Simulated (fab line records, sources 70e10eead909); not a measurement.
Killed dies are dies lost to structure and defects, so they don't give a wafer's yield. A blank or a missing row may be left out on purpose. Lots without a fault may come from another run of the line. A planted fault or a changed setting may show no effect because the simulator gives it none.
Which tool did it? | flow nand_harc | 22 lots, 66 wafers sampled, at 6 steps of a route of 1159

WHAT THE GAUGES READ, wafer by wafer
The record holds no reading of a measuring or inspecting step that can be judged against a usual standard deviation.

WHICH TOOL RAN EACH LOT (tool, then ch and the chambers of the sampled wafers, then the start)
lot  | NHARC_A_CONTACT_STRIP_82                      | NHARC_A_CONTACT_DEP_84        | NHARC_A_CONTACT_ETCH_89                       | NHARC_A_CONTACT_ETCH_30                       | NHARC_A_CONTACT_ETCH_136             | NHARC_A_CONTACT_ALD_18
L074 | rie_diel-12 ch 0,2, day 16 17:26 or earlier   | acl_dep-01 ch 0, day 16 17:26 | rie_diel-11 ch 0,2, day 16 21:07 or earlier   | rie_diel-11 ch 0,1, day 16 21:07 or earlier   | har_cap_etch-03 ch 0,1, day 16 21:07 | ald_metal-03 ch 0,2,3, day 16 23:50
L075 | rie_diel-11 ch 1,3, day 17 04:02 or earlier   | acl_dep-02 ch 0, day 17 04:02 | rie_diel-12 ch 0,2, day 17 07:23 or earlier   | rie_diel-12 ch 0,3, day 17 07:23 or earlier   | har_cap_etch-02 ch 0,1, day 17 07:23 | ald_metal-04 ch 0,1, day 17 09:25
L076 | rie_diel-02 ch 0,2,3, day 17 04:33 or earlier | acl_dep-01 ch 0, day 17 04:33 | rie_diel-11 ch 0,3, day 17 08:06 or earlier   | rie_diel-11 ch 0,1,2, day 17 08:06 or earlier | har_cap_etch-03 ch 0, day 17 08:06   | ald_metal-01 ch 0,2,3, day 17 10:09
L078 | rie_diel-02 ch 1,2,3, day 17 09:40 or earlier | acl_dep-02 ch 0, day 17 09:40 | rie_diel-12 ch 0,1, day 17 12:41 or earlier   | rie_diel-12 ch 1,2,3, day 17 12:41 or earlier | har_cap_etch-02 ch 0,1, day 17 12:41 | ald_metal-03 ch 0,3, day 17 14:36
L077 | rie_diel-11 ch 1,3, day 17 11:55 or earlier   | acl_dep-01 ch 0, day 17 11:55 | rie_diel-12 ch 1,3, day 17 15:25 or earlier   | rie_diel-12 ch 1,2,3, day 17 15:25 or earlier | har_cap_etch-03 ch 0,1, day 17 15:25 | ald_metal-03 ch 0,1,3, day 17 17:19
L079 | rie_diel-02 ch 0,2,3, day 18 09:02 or earlier | acl_dep-01 ch 0, day 18 09:02 | rie_diel-12 ch 1,2,3, day 18 12:40 or earlier | rie_diel-12 ch 0,1,2, day 18 12:40 or earlier | har_cap_etch-02 ch 0,1, day 18 12:40 | ald_metal-01 ch 1,2,3, day 18 14:58
L080 | rie_diel-11 ch 2,3, day 18 17:32 or earlier   | acl_dep-03 ch 0, day 18 17:32 | rie_diel-02 ch 0,2,3, day 18 21:10 or earlier | rie_diel-02 ch 1,2,3, day 18 21:10 or earlier | har_cap_etch-02 ch 0,1, day 18 21:10 | ald_metal-01 ch 1,2,3, day 18 23:09
L081 | rie_diel-11 ch 1,2,3, day 18 23:21 or earlier | acl_dep-01 ch 0, day 18 23:21 | rie_diel-02 ch 0,1, day 19 02:16 or earlier   | rie_diel-02 ch 0,1,3, day 19 02:16 or earlier | har_cap_etch-02 ch 0,1, day 19 02:16 | ald_metal-03 ch 1,2,3, day 19 04:10
L082 | rie_diel-11 ch 0,1, day 19 02:17 or earlier   | acl_dep-01 ch 0, day 19 02:17 | rie_diel-02 ch 2,3, day 19 05:32 or earlier   | rie_diel-02 ch 0,1,2, day 19 05:32 or earlier | har_cap_etch-03 ch 0,1, day 19 05:32 | ald_metal-03 ch 2,3, day 19 07:30
L083 | rie_diel-02 ch 0,1,2, day 19 03:20 or earlier | acl_dep-01 ch 0, day 19 03:20 | rie_diel-11 ch 0,1,3, day 19 06:42 or earlier | rie_diel-11 ch 0,1,2, day 19 06:42 or earlier | har_cap_etch-02 ch 0,1, day 19 06:42 | ald_metal-04 ch 0,1,3, day 19 08:38
L085 | rie_diel-02 ch 0,1,3, day 19 14:56 or earlier | acl_dep-01 ch 0, day 19 14:56 | rie_diel-02 ch 0,1, day 19 18:31 or earlier   | rie_diel-02 ch 0,1,2, day 19 18:31 or earlier | har_cap_etch-01 ch 0,1, day 19 18:31 | ald_metal-01 ch 0,1,3, day 19 20:49
L086 | rie_diel-02 ch 1,2,3, day 19 19:49 or earlier | acl_dep-02 ch 0, day 19 19:49 | rie_diel-11 ch 2,3, day 20 00:49 or earlier   | rie_diel-11 ch 0,1,2, day 20 00:49 or earlier | har_cap_etch-03 ch 0,1, day 20 00:49 | ald_metal-04 ch 1,2,3, day 20 02:52
L087 | rie_diel-12 ch 0,2, day 19 21:46 or earlier   | acl_dep-03 ch 0, day 19 21:46 | rie_diel-02 ch 2,3, day 20 01:07 or earlier   | rie_diel-02 ch 0,1,2, day 20 01:07 or earlier | har_cap_etch-02 ch 0,1, day 20 01:07 | ald_metal-03 ch 0,1,2, day 20 03:13
L089 | rie_diel-02 ch 0,1,3, day 20 02:59 or earlier | acl_dep-01 ch 0, day 20 02:59 | rie_diel-02 ch 0,1,2, day 20 06:16 or earlier | rie_diel-02 ch 0,2,3, day 20 06:16 or earlier | har_cap_etch-01 ch 0,1, day 20 06:16 | ald_metal-04 ch 0,1,2, day 20 08:16
L084 | rie_diel-12 ch 1,2,3, day 20 03:13 or earlier | acl_dep-03 ch 0, day 20 03:13 | rie_diel-12 ch 0,1,2, day 20 07:04 or earlier | rie_diel-12 ch 0,1,2, day 20 07:04 or earlier | har_cap_etch-03 ch 0,1, day 20 07:04 | ald_metal-03 ch 0,1,2, day 20 09:01
L088 | rie_diel-11 ch 1,3, day 20 13:52 or earlier   | acl_dep-03 ch 0, day 20 13:52 | rie_diel-02 ch 0,3, day 20 17:13 or earlier   | rie_diel-02 ch 1,2,3, day 20 17:13 or earlier | har_cap_etch-02 ch 0,1, day 20 17:13 | ald_metal-04 ch 1,2,3, day 20 19:08
L090 | rie_diel-02 ch 0,1,3, day 20 17:46 or earlier | acl_dep-02 ch 0, day 20 17:46 | rie_diel-02 ch 0,1,3, day 20 21:26 or earlier | rie_diel-02 ch 0,1,2, day 20 21:26 or earlier | har_cap_etch-02 ch 0,1, day 20 21:26 | ald_metal-03 ch 0,1,3, day 20 23:59
L091 | rie_diel-11 ch 0,3, day 21 05:40 or earlier   | acl_dep-02 ch 0, day 21 05:40 | rie_diel-02 ch 1,2,3, day 21 08:44 or earlier | rie_diel-02 ch 2,3, day 21 08:44 or earlier   | har_cap_etch-03 ch 0,1, day 21 08:44 | ald_metal-04 ch 0,1,3, day 21 10:41
L093 | rie_diel-11 ch 0,1,3, day 21 08:07 or earlier | acl_dep-03 ch 0, day 21 08:07 | rie_diel-12 ch 0,2,3, day 21 11:25 or earlier | rie_diel-12 ch 1,2, day 21 11:25 or earlier   | har_cap_etch-01 ch 0,1, day 21 11:25 | ald_metal-01 ch 0,1, day 21 13:22
L094 | rie_diel-02 ch 0,1,3, day 21 13:08 or earlier | acl_dep-03 ch 0, day 21 13:08 | rie_diel-11 ch 0,1,2, day 21 16:38 or earlier | rie_diel-11 ch 1,2, day 21 16:38 or earlier   | har_cap_etch-02 ch 0,1, day 21 16:38 | ald_metal-01 ch 0,1,2, day 21 19:02
L092 | rie_diel-02 ch 0,2,3, day 21 18:29 or earlier | acl_dep-01 ch 0, day 21 18:29 | rie_diel-02 ch 0,2, day 21 21:53 or earlier   | rie_diel-02 ch 1,3, day 21 21:53 or earlier   | har_cap_etch-01 ch 0,1, day 21 21:53 | ald_metal-01 ch 0,2,3, day 21 23:56
L095 | rie_diel-12 ch 0,1,2, day 22 17:14 or earlier | acl_dep-03 ch 0, day 22 17:14 | rie_diel-02 ch 1,2,3, day 22 21:17 or earlier | rie_diel-02 ch 0,2,3, day 22 21:17 or earlier | har_cap_etch-02 ch 0,1, day 22 21:17 | ald_metal-04 ch 0,1,2, day 22 23:23
- NHARC_A_CONTACT_STRIP_82: strips in O2.
- NHARC_A_CONTACT_DEP_84: deposits aC, target thk 2000 nm.
- NHARC_A_CONTACT_ETCH_89: etches the open film in N2/H2, target depth 260 nm, time 475.3 s.
- NHARC_A_CONTACT_ETCH_30: etches the open film in CF4/CHF3, target depth 60.5 nm, time 30.2 s.
- NHARC_A_CONTACT_ETCH_136: etches the open film in C4F8/O2/Ar, time 132 s, target depth 1287 nm.
- NHARC_A_CONTACT_ALD_18: deposits TiN, target thk 3 nm, pulse time 1 s, ald cycles 150.

WHAT THE TOOLS THEMSELVES READ (means of the sampled wafers that have a number; where no wafer has one, the mark that the record gives instead)
NHARC_A_CONTACT_STRIP_82. Usual: chamber_pressure_mTorr 60.01 mTorr, standard deviation 0.05; drypump_motor_current_A 5.6 A, standard deviation 0.54; oes_product_au 0.998 a.u., standard deviation 0.007; rf_vpp_V 57.8 V, standard deviation 0.98; showerhead_plenum_p_Torr 3.58 Torr, standard deviation 0.16; throttle_valve_pct 17.036 %, standard deviation 0.009.
lot  | tool        | chamber_pressure_mTorr (mTorr) | drypump_motor_current_A (A) | oes_product_au (a.u.) | rf_vpp_V (V) | showerhead_plenum_p_Torr (Torr) | throttle_valve_pct (%) | flag
L074 | rie_diel-12 | 59.97                          | 5.8                         | 1.002                 | 57.9         | 3.51                            | 17.033                 |
L075 | rie_diel-11 | 59.99                          | 6.1                         | 1.010                 | 58.1         | 3.60                            | 17.035                 |
L076 | rie_diel-02 | 59.97                          | 5.9                         | 0.999                 | 57.8         | 3.56                            | 17.042                 |
L078 | rie_diel-02 | 60.00                          | 5.4                         | 0.993                 | 57.2         | 3.52                            | 17.034                 |
L077 | rie_diel-11 | 59.99                          | 6.2                         | 1.001                 | 56.8         | 3.47                            | 17.036                 |
L079 | rie_diel-02 | 60.00                          | 5.9                         | 1.003                 | 57.6         | 3.56                            | 17.022                 |
L080 | rie_diel-11 | 60.03                          | 5.2                         | 1.001                 | 57.5         | 3.68                            | 17.034                 |
L081 | rie_diel-11 | 60.05                          | 5.7                         | 0.998                 | 57.6         | 3.57                            | 17.035                 |
L082 | rie_diel-11 | 60.01                          | 5.9                         | 1.002                 | 57.7         | 3.49                            | 17.032                 |
L083 | rie_diel-02 | 60.02                          | 5.6                         | 0.995                 | 58.0         | 3.53                            | 17.044                 |
L085 | rie_diel-02 | 60.00                          | 5.7                         | 0.991                 | 57.7         | 3.65                            | 17.028                 |
L086 | rie_diel-02 | 60.00                          | 5.4                         | 1.002                 | 57.9         | 3.52                            | 17.039                 |
L087 | rie_diel-12 | 60.01                          | 5.8                         | 1.003                 | 57.7         | 3.49                            | 17.033                 |
L089 | rie_diel-02 | 59.95                          | 5.7                         | 0.989                 | 57.9         | 3.65                            | 17.039                 |
L084 | rie_diel-12 | 60.00                          | 5.6                         | 1.003                 | 58.0         | 3.48                            | 17.027                 |
L088 | rie_diel-11 | 60.01                          | 6.2                         | 1.007                 | 56.5         | 3.45                            | 17.040                 |
L090 | rie_diel-02 | 60.05                          | 5.7                         | 0.988                 | 57.8         | 3.65                            | 17.034                 |
L091 | rie_diel-11 | 60.05                          | 5.3                         | 1.001                 | 58.6         | 3.76                            | 17.036                 |
L093 | rie_diel-11 | 60.00                          | 5.8                         | 0.996                 | 58.1         | 3.60                            | 17.030                 |
L094 | rie_diel-02 | 60.04                          | 5.7                         | 0.993                 | 57.9         | 3.65                            | 17.037                 |
L092 | rie_diel-02 | 59.96                          | 5.9                         | 0.998                 | 57.6         | 3.55                            | 17.035                 |
L095 | rie_diel-12 | 59.97                          | 5.5                         | 1.001                 | 56.3         | 3.43                            | 17.031                 |

NHARC_A_CONTACT_DEP_84. Usual: throttle_valve_pct 35.000 %, standard deviation 0.0087.
lot  | tool       | throttle_valve_pct (%) | flag
L074 | acl_dep-01 | 35.003                 |
L075 | acl_dep-02 | 34.997                 |
L076 | acl_dep-01 | 35.004                 |
L078 | acl_dep-02 | 35.003                 |
L077 | acl_dep-01 | 34.991                 |
L079 | acl_dep-01 | 34.999                 |
L080 | acl_dep-03 | 34.996                 |
L081 | acl_dep-01 | 34.997                 |
L082 | acl_dep-01 | 35.000                 |
L083 | acl_dep-01 | 34.997                 |
L085 | acl_dep-01 | 34.994                 |
L086 | acl_dep-02 | 35.003                 |
L087 | acl_dep-03 | 34.998                 |
L089 | acl_dep-01 | 35.002                 |
L084 | acl_dep-03 | 35.001                 |
L088 | acl_dep-03 | 34.999                 |
L090 | acl_dep-02 | 35.000                 |
L091 | acl_dep-02 | 35.004                 |
L093 | acl_dep-03 | 35.003                 |
L094 | acl_dep-03 | 34.999                 |
L092 | acl_dep-01 | 34.995                 |
L095 | acl_dep-03 | 34.999                 |

NHARC_A_CONTACT_ETCH_89. Usual: chamber_pressure_mTorr 30.00 mTorr, standard deviation 0.033; drypump_motor_current_A 5.6 A, standard deviation 0.51; n2_flow_sccm 149.9 sccm, standard deviation 0.44; oes_product_au 0.998 a.u., standard deviation 0.0078; rf_vpp_V 430.8 V, standard deviation 2.9; showerhead_plenum_p_Torr 2.05 Torr, standard deviation 0.1; throttle_valve_pct 14.171 %, standard deviation 0.01.
lot  | tool        | chamber_pressure_mTorr (mTorr) | drypump_motor_current_A (A) | n2_flow_sccm (sccm) | oes_product_au (a.u.) | rf_vpp_V (V) | showerhead_plenum_p_Torr (Torr) | throttle_valve_pct (%) | flag
L074 | rie_diel-11 | 29.98                          | 4.9                         | 150.2               | 0.998                 | 433.3        | 2.16                            | 14.170                 |
L075 | rie_diel-12 | 30.00                          | 5.7                         | 149.8               | 1.008                 | 430.2        | 2.02                            | 14.170                 |
L076 | rie_diel-11 | 30.01                          | 5.6                         | 150.2               | 1.002                 | 433.9        | 2.19                            | 14.160                 |
L078 | rie_diel-12 | 30.00                          | 5.5                         | 149.8               | 0.996                 | 428.5        | 1.99                            | 14.175                 |
L077 | rie_diel-12 | 29.99                          | 5.3                         | 149.5               | 0.999                 | 428.9        | 1.98                            | 14.177                 |
L079 | rie_diel-12 | 29.99                          | 5.6                         | 150.0               | 0.995                 | 429.1        | 2.02                            | 14.169                 |
L080 | rie_diel-02 | 30.01                          | 5.9                         | 149.9               | 0.992                 | 430.6        | 2.06                            | 14.176                 |
L081 | rie_diel-02 | 30.02                          | 5.4                         | 150.1               | 1.000                 | 432.3        | 2.11                            | 14.164                 |
L082 | rie_diel-02 | 30.02                          | 5.7                         | 150.1               | 0.988                 | 431.1        | 2.05                            | 14.170                 |
L083 | rie_diel-11 | 30.01                          | 5.8                         | 150.1               | 0.999                 | 432.2        | 2.09                            | 14.182                 |
L085 | rie_diel-02 | 29.99                          | 5.8                         | 149.6               | 0.995                 | 432.4        | 2.13                            | 14.175                 |
L086 | rie_diel-11 | 30.01                          | 5.2                         | 150.0               | 1.008                 | 432.8        | 2.13                            | 14.186                 |
L087 | rie_diel-02 | 30.00                          | 5.7                         | 150.1               | 0.993                 | 430.9        | 2.04                            | 14.173                 |
L089 | rie_diel-02 | 30.01                          | 5.6                         | 149.5               | 0.997                 | 430.8        | 2.04                            | 14.191                 |
L084 | rie_diel-12 | 30.02                          | 5.5                         | 150.3               | 1.002                 | 429.1        | 1.98                            | 14.174                 |
L088 | rie_diel-02 | 29.99                          | 6.1                         | 150.4               | 0.996                 | 433.4        | 2.14                            | 14.187                 |
L090 | rie_diel-02 | 30.01                          | 5.7                         | 150.3               | 0.990                 | 432.7        | 2.11                            | 14.164                 |
L091 | rie_diel-02 | 29.99                          | 5.4                         | 149.9               | 0.991                 | 430.1        | 2.03                            | 14.164                 |
L093 | rie_diel-12 | 30.02                          | 5.8                         | 150.2               | 0.999                 | 430.6        | 2.04                            | 14.168                 |
L094 | rie_diel-11 | 30.00                          | 5.4                         | 149.9               | 0.998                 | 431.6        | 2.07                            | 14.174                 |
L092 | rie_diel-02 | 30.04                          | 6.0                         | 150.3               | 0.995                 | 431.2        | 2.06                            | 14.172                 |
L095 | rie_diel-02 | 29.98                          | 5.4                         | 149.7               | 0.998                 | 430.3        | 2.03                            | 14.165                 |

NHARC_A_CONTACT_ETCH_30. Usual: chamber_pressure_mTorr 24.999 mTorr, standard deviation 0.023; drypump_motor_current_A 5.6 A, standard deviation 0.49; oes_product_au 0.936 a.u., standard deviation 0.021; rf_vpp_V 370.7 V, standard deviation 2.6; showerhead_plenum_p_Torr 1.58 Torr, standard deviation 0.073; throttle_valve_pct 16.803 %, standard deviation 0.0093.
lot  | tool        | chamber_pressure_mTorr (mTorr) | drypump_motor_current_A (A) | oes_product_au (a.u.) | rf_vpp_V (V) | showerhead_plenum_p_Torr (Torr) | throttle_valve_pct (%) | flag
L074 | rie_diel-11 | 25.000                         | 5.9                         | 0.945                 | 369.7        | 1.56                            | 16.810                 |
L075 | rie_diel-12 | 25.010                         | 5.8                         | 0.978                 | 370.6        | 1.58                            | 16.807                 |
L076 | rie_diel-11 | 24.988                         | 5.4                         | 0.932                 | 372.4        | 1.61                            | 16.804                 |
L078 | rie_diel-12 | 25.016                         | 5.6                         | 0.969                 | 369.9        | 1.56                            | 16.798                 |
L077 | rie_diel-12 | 24.983                         | 5.5                         | 0.976                 | 369.1        | 1.56                            | 16.798                 |
L079 | rie_diel-12 | 25.015                         | 5.5                         | 0.917                 | 369.2        | 1.54                            | 16.803                 |
L080 | rie_diel-02 | 25.016                         | 5.4                         | 0.958                 | 371.0        | 1.57                            | 16.803                 |
L081 | rie_diel-02 | 24.995                         | 5.7                         | 0.920                 | 372.8        | 1.63                            | 16.808                 |
L082 | rie_diel-02 | 25.017                         | 5.5                         | 0.918                 | 370.7        | 1.58                            | 16.805                 |
L083 | rie_diel-11 | 25.027                         | 5.4                         | 0.925                 | 371.7        | 1.60                            | 16.804                 |
L085 | rie_diel-02 | 25.003                         | 5.6                         | 0.927                 | 370.7        | 1.57                            | 16.793                 |
L086 | rie_diel-11 | 24.989                         | 5.4                         | 0.919                 | 371.9        | 1.60                            | 16.807                 |
L087 | rie_diel-02 | 24.994                         | 5.6                         | 0.960                 | 371.1        | 1.57                            | 16.796                 |
L089 | rie_diel-02 | 24.980                         | 5.9                         | 0.914                 | 371.4        | 1.58                            | 16.802                 |
L084 | rie_diel-12 | 24.999                         | 5.5                         | 0.922                 | 369.2        | 1.53                            | 16.801                 |
L088 | rie_diel-02 | 24.982                         | 5.4                         | 0.960                 | 370.2        | 1.57                            | 16.815                 |
L090 | rie_diel-02 | 25.004                         | 5.6                         | 0.921                 | 370.8        | 1.57                            | 16.800                 |
L091 | rie_diel-02 | 24.977                         | 5.7                         | 0.926                 | 371.2        | 1.58                            | 16.807                 |
L093 | rie_diel-12 | 25.008                         | 5.2                         | 0.927                 | 368.7        | 1.50                            | 16.808                 |
L094 | rie_diel-11 | 24.993                         | 5.9                         | 0.931                 | 369.5        | 1.53                            | 16.808                 |
L092 | rie_diel-02 | 25.012                         | 5.5                         | 0.915                 | 372.2        | 1.62                            | 16.804                 |
L095 | rie_diel-02 | 24.984                         | 5.9                         | 0.937                 | 371.1        | 1.58                            | 16.809                 |

NHARC_A_CONTACT_ETCH_136. Usual: chamber_pressure_mTorr 19.998 mTorr, standard deviation 0.018; oes_air_line_au 1.000 a.u., standard deviation 0.017.
lot  | tool            | chamber_pressure_mTorr (mTorr) | oes_air_line_au (a.u.) | flag
L074 | har_cap_etch-03 | 19.995                         | 1.002                  |
L075 | har_cap_etch-02 | 20.003                         | 0.998                  |
L076 | har_cap_etch-03 | 19.988                         | 1.011                  |
L078 | har_cap_etch-02 | 20.006                         | 0.985                  |
L077 | har_cap_etch-03 | 19.996                         | 1.014                  |
L079 | har_cap_etch-02 | 20.003                         | 0.995                  |
L080 | har_cap_etch-02 | 19.976                         | 1.018                  |
L081 | har_cap_etch-02 | 20.030                         | 1.006                  |
L082 | har_cap_etch-03 | 20.002                         | 1.013                  |
L083 | har_cap_etch-02 | 19.972                         | 1.009                  |
L085 | har_cap_etch-01 | 20.007                         | 1.007                  |
L086 | har_cap_etch-03 | 19.996                         | 1.019                  |
L087 | har_cap_etch-02 | 20.000                         | 1.010                  |
L089 | har_cap_etch-01 | 19.999                         | 0.995                  |
L084 | har_cap_etch-03 | 20.012                         | 0.999                  |
L088 | har_cap_etch-02 | 20.004                         | 0.993                  |
L090 | har_cap_etch-02 | 19.995                         | 1.005                  |
L091 | har_cap_etch-03 | 20.007                         | 0.990                  |
L093 | har_cap_etch-01 | 20.003                         | 1.013                  |
L094 | har_cap_etch-02 | 20.003                         | 1.016                  |
L092 | har_cap_etch-01 | 19.992                         | 1.012                  |
L095 | har_cap_etch-02 | 19.976                         | 0.999                  |

NHARC_A_CONTACT_ALD_18. Usual: heater_power_w 1089 W, standard deviation 130; precursor_pulse_height_rel 1.002, standard deviation 0.02.
lot  | tool         | heater_power_w (W) | precursor_pulse_height_rel | flag
L074 | ald_metal-03 | 1031               | 0.981                      |
L075 | ald_metal-04 | 1253               | 1.001                      |
L076 | ald_metal-01 | 1109               | 0.993                      |
L078 | ald_metal-03 | 1205               | 1.009                      |
L077 | ald_metal-03 | 1115               | 0.990                      |
L079 | ald_metal-01 | 1148               | 1.004                      |
L080 | ald_metal-01 | 1156               | 1.016                      |
L081 | ald_metal-03 | 964                | 0.999                      |
L082 | ald_metal-03 | 872                | 0.995                      |
L083 | ald_metal-04 | 1143               | 0.997                      |
L085 | ald_metal-01 | 1088               | 1.000                      |
L086 | ald_metal-04 | 1123               | 0.993                      |
L087 | ald_metal-03 | 1028               | 0.995                      |
L089 | ald_metal-04 | 1130               | 1.000                      |
L084 | ald_metal-03 | 1049               | 0.984                      |
L088 | ald_metal-04 | 1102               | 0.995                      |
L090 | ald_metal-03 | 1124               | 0.988                      |
L091 | ald_metal-04 | 1146               | 1.003                      |
L093 | ald_metal-01 | 1074               | 1.008                      |
L094 | ald_metal-01 | 1080               | 0.995                      |
L092 | ald_metal-01 | 1107               | 0.999                      |
L095 | ald_metal-04 | 1123               | 1.014                      |

THE ANSWER, worked out from the rows above alone
Rule: a lot is off if the mean of its wafers that have a number lies more than 3 standard deviations from the usual mean. A lot without any number at a reading at which 4 lots or more have one is off too. The other lots that the step has rows for count as sound. The gauges are gone through in route order, then the tools' own readings, and for those a lot's mean is taken as printed above. The first step at which some lot is off is used, and at that step the reading that is off furthest; a lot without a number counts as furthest.
No lot is off at any reading shown: from this, nothing can be told.

WHAT THE SIMULATOR HAD PUT IN
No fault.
